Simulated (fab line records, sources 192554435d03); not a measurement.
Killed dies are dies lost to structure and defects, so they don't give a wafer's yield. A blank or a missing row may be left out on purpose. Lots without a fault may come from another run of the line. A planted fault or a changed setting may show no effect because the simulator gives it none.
Which tool did it? | flow n5_finfet | 12 lots, 36 wafers sampled, at 3 steps of a route of 1938

WHAT THE GAUGES READ, wafer by wafer
N5_BEOL_M9_OVL_MEAS_12.
lot  | measured     | on         | M9_OVL (nm)
L653 | day 9 04:25  | overlay-02 | -1.2 0.0 -0.1
L654 | day 9 23:55  | overlay-01 | 2.0 0.7 2.5
L656 | day 10 07:40 | overlay-02 | 1.0 -0.8 0.2
L658 | day 10 18:44 | overlay-01 | -0.3 -0.7 -1.4
L660 | day 11 01:37 | overlay-01 | -0.4 0.1 0.6
L661 | day 11 07:42 | overlay-01 | -0.5 -0.2 -0.7
L662 | day 11 11:32 | overlay-02 | -0.1 -0.4 0.0
L663 | day 11 23:04 | overlay-01 | -0.6 -0.4 -0.3
L664 | day 12 02:27 | overlay-01 | -1.8 0.1 -0.5
L666 | day 12 20:49 | overlay-02 | 1.5 0.2 1.4
L667 | day 13 04:59 | overlay-02 | 0.0 0.5 1.0
L671 | day 13 21:08 | overlay-02 | 0.7 1.4 0.3

N5_BEOL_M9_OVL_MEAS_29.
lot  | measured     | on         | V8_OVL (nm)
L653 | day 9 05:18  | overlay-02 | -0.1 0.0 -0.3
L654 | day 10 02:05 | overlay-01 | -0.4 -0.1 0.3
L656 | day 10 10:36 | overlay-01 | 0.3 0.1 -0.1
L658 | day 10 20:49 | overlay-01 | 0.5 0.0 -0.4
L660 | day 11 02:40 | overlay-01 | -0.9 -0.5 -0.1
L661 | day 11 08:43 | overlay-02 | -0.4 -1.0 -0.6
L662 | day 11 13:19 | overlay-01 | 0.2 0.4 -0.2
L663 | day 12 00:41 | overlay-01 | -0.3 0.1 -1.0
L664 | day 12 04:41 | overlay-01 | 0.2 -0.1 0.7
L666 | day 12 23:11 | overlay-01 | 0.7 0.8 1.5
L667 | day 13 07:47 | overlay-01 | 0.7 0.4 1.4
L671 | day 14 01:01 | overlay-01 | 0.0 -1.3 -0.4

WHICH TOOL RAN EACH LOT (tool, then ch and the chambers of the sampled wafers, then the start)
lot  | N5_BEOL_M9_EXPOSE_25
L653 | euv_scanner-02 ch 0, day 9 05:08
L654 | euv_scanner-01 ch 0, day 10 01:56
L656 | euv_scanner-02 ch 0, day 10 10:26
L658 | euv_scanner-01 ch 0, day 10 20:40
L660 | euv_scanner-02 ch 0, day 11 02:31
L661 | euv_scanner-02 ch 0, day 11 08:33
L662 | euv_scanner-02 ch 0, day 11 13:09
L663 | euv_scanner-02 ch 0, day 12 00:31
L664 | euv_scanner-01 ch 0, day 12 04:32
L666 | euv_scanner-01 ch 0, day 12 23:02
L667 | euv_scanner-01 ch 0, day 13 07:38
L671 | euv_scanner-01 ch 0, day 14 00:52
- N5_BEOL_M9_EXPOSE_25: exposes mask V8.

WHAT THE TOOLS THEMSELVES READ (means of the sampled wafers that have a number; where no wafer has one, the mark that the record gives instead)
N5_BEOL_M9_EXPOSE_25.
lot  | tool           | exposure_dose_mJ_cm2
L653 | euv_scanner-02 | 37.15
L654 | euv_scanner-01 | 37.16
L656 | euv_scanner-02 | 37.14
L658 | euv_scanner-01 | 37.17
L660 | euv_scanner-02 | 37.14
L661 | euv_scanner-02 | 37.10
L662 | euv_scanner-02 | 37.19
L663 | euv_scanner-02 | 37.12
L664 | euv_scanner-01 | 37.18
L666 | euv_scanner-01 | 37.15
L667 | euv_scanner-01 | 37.17
L671 | euv_scanner-01 | 36.42

THE ANSWER, worked out from the rows above alone
Rule: what is usual is taken from the lots themselves. Put in order of their means at a reading, lots are off if they are a third of the lots or fewer, leave a main group of 4 or more, and stand apart from it by a gap of 3 or more times the standard deviation of the main group's means; of several such gaps the widest counts. A main group whose means are all the same, to the digits that the tables above print for the reading, isn't used. A lot without any number at a reading at which 4 lots or more have one is off too. The other lots that the step has rows for count as sound. The gauges are gone through in route order, then the tools' own readings, and for those a lot's mean is taken as printed above. The first step at which some lot is off is used, and at that step the reading that is off furthest; a lot without a number counts as furthest.
Off: L671, at N5_BEOL_M9_EXPOSE_25 (exposure_dose_mJ_cm2). The main group: mean 37.15, standard deviation 0.025.
A tool fits if, at that step or a process step before it, it ran every lot that is off, and no sound lot after the first of them. One fits: euv_scanner-01 at N5_BEOL_M9_EXPOSE_25. Its last sound lot is L667 (day 13 07:38), its first lot that is off L671 (day 14 00:52): a fault that began between those two fits.
The tool's own readings at N5_BEOL_M9_EXPOSE_25 bear it out: on the lots that are off they differ by more than 5 times the standard deviation of the sound lots' means. exposure_dose_mJ_cm2 reads 36.42 there against 37.15 on the sound lots.

WHAT THE SIMULATOR HAD PUT IN
Process parameter drift: euv_scanner-01, from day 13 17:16 on, at N5_BEOL_M9_EXPOSE_25. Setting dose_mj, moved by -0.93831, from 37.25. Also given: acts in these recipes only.
Lots struck among those shown: L671. The rule above found the same.
